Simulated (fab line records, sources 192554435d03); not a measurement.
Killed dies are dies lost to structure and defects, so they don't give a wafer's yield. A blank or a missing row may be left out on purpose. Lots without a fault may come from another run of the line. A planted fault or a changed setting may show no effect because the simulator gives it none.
Problem report in the 8D (eight disciplines) form, filled by code | flow n5_finfet | the parts of the form that need people (team, actions taken, sign-off) are left out

1. THE PROBLEM
killed_at_M4_up at N5_PASSIVATION_PROBE_49 reads a mean of 89 on 3 wafers of 1 lot; wafers without a fault read 15 with a standard deviation of 6. That is +12 standard deviations from the usual mean.
First seen on wafer L719.2, day 17 17:51, on prober-02. The record holds 8 wafers of 3 lots with a number at this step. Rule for "out", or "out of limits": more than 4 standard deviations from the usual mean. The other wafers with a number count as sound.

2. WHAT IT IS AND WHAT IT IS NOT
question                    | is                     | is not
which readings at this step | killed_at_M4_up        | killed_at_M0_to_M3, killed_at_contacts, killed_at_front_end, killed_at_other, killed_short, sort_bin_8_speed
which lots                  | L719                   | L709, L718
which wafers of those lots  | all that have a number | -
read on which tools         | prober-02              | prober-01
when                        | from day 17 17:51      | up to then (5 sound wafers)

3. SUSPECTS, AND WHAT RULES EACH OUT
Counting: a tool at a process step up to the reading stays a suspect if it ran every lot that is out and no sound lot after the first of them.
- pecvd-02 at N5_BEOL_M11_ILD_DEP_00 (deposits SiCOH lowk from DEMS/porogen, target thk 308.51 nm, time 58 s): kept. It ran the lot that is out, L719 (day 15 05:09), and no sound lot after that.
- rie_metal-03 at N5_BEOL_M11_HM_OPEN_17 (chemistry Cl2/BCl3, target TiN, target depth 20 nm, overetch 6 nm): kept. It ran the lot that is out, L719 (day 15 08:13), and no sound lot after that; its last sound lot up to then is L718 (day 14 20:09).
- rie_diel-06 at N5_BEOL_M11_STRIP_36 (strips in N2/H2): kept. It ran the lot that is out, L719 (day 15 11:59), and no sound lot after that; its last sound lot up to then is L718 (day 14 22:05).
- rie_diel-06 at N5_BEOL_M11_STRIP_77 (strips in N2/H2, time 10 s): kept. It ran the lot that is out, L719 (day 17 17:51), and no sound lot after that; its last sound lot up to then is L718 (day 16 16:01). N5_BEOL_M11_STRIP_77 gives no start for some lots, so the hours and the order of its lots are those of N5_PASSIVATION_PROBE_49.
- prober-02 at N5_PASSIVATION_PROBE_49: kept. It ran the lot that is out, L719 (day 17 17:51), and no sound lot after that; its last sound lot up to then is L709 (day 15 05:07). Its own readings are out on those wafers: killed_at_M4_up.
Left after counting: pecvd-02 at N5_BEOL_M11_ILD_DEP_00, rie_metal-03 at N5_BEOL_M11_HM_OPEN_17, rie_diel-06 at N5_BEOL_M11_STRIP_36, rie_diel-06 at N5_BEOL_M11_STRIP_77, prober-02 at N5_PASSIVATION_PROBE_49.

4. THE CAUSE (what the simulator had put in)
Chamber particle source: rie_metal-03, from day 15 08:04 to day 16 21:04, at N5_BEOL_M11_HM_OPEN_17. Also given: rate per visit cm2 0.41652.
Counting left 5 suspects, and this tool is among them.

5. THE CHAIN OF EFFECTS, in route order
Each row: a reading whose mean over the struck wafers that have a number lies more than 3 standard deviations from the usual. Only readings for which the record gives a usual standard deviation are gone through. hours: the time from each lot's start at the first step in this table that gives one to its start at this step, as a median over the lots. sigmas: the change in usual standard deviations.
hours | step                    | reading              | usual  | on struck wafers | change | sigmas
0     | N5_PASSIVATION_PROBE_49 | defect_limited_yield | 91.5 % | 87.0             | -4.5   | -3.2
0     | N5_PASSIVATION_PROBE_49 | killed_at_M4_up      | 15     | 89               | +74    | +12
0     | N5_PASSIVATION_PROBE_49 | killed_dies          | 101    | 153              | +52    | +3.1
0     | N5_PASSIVATION_PROBE_49 | sort_bin_5_function  | 5.0 %  | 8.3              | +3.3   | +3.4
0     | N5_PASSIVATION_PROBE_49 | sort_n_pass          | 1079   | 1027             | -52    | -3.1
0     | N5_PASSIVATION_PROBE_49 | sort_yield_pct       | 91.4 % | 87.0             | -4.4   | -3.1
The process steps in it:
- N5_PASSIVATION_PROBE_49

6. WHAT WOULD HAVE CAUGHT IT SOONER
In this record the first reading out of limits was taken at day 17 17:51, 58 hours after the fault began at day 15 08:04.
Of the tool readings at N5_BEOL_M11_HM_OPEN_17 for which the record gives a usual standard deviation, none was out on any struck wafer, so an alarm limit of 4 standard deviations on them would not have fired.
All the lots that are out (1) had begun N5_BEOL_M11_HM_OPEN_17 on rie_metal-03 by day 17 17:51. A hold on the tool at that time would have spared none of them.
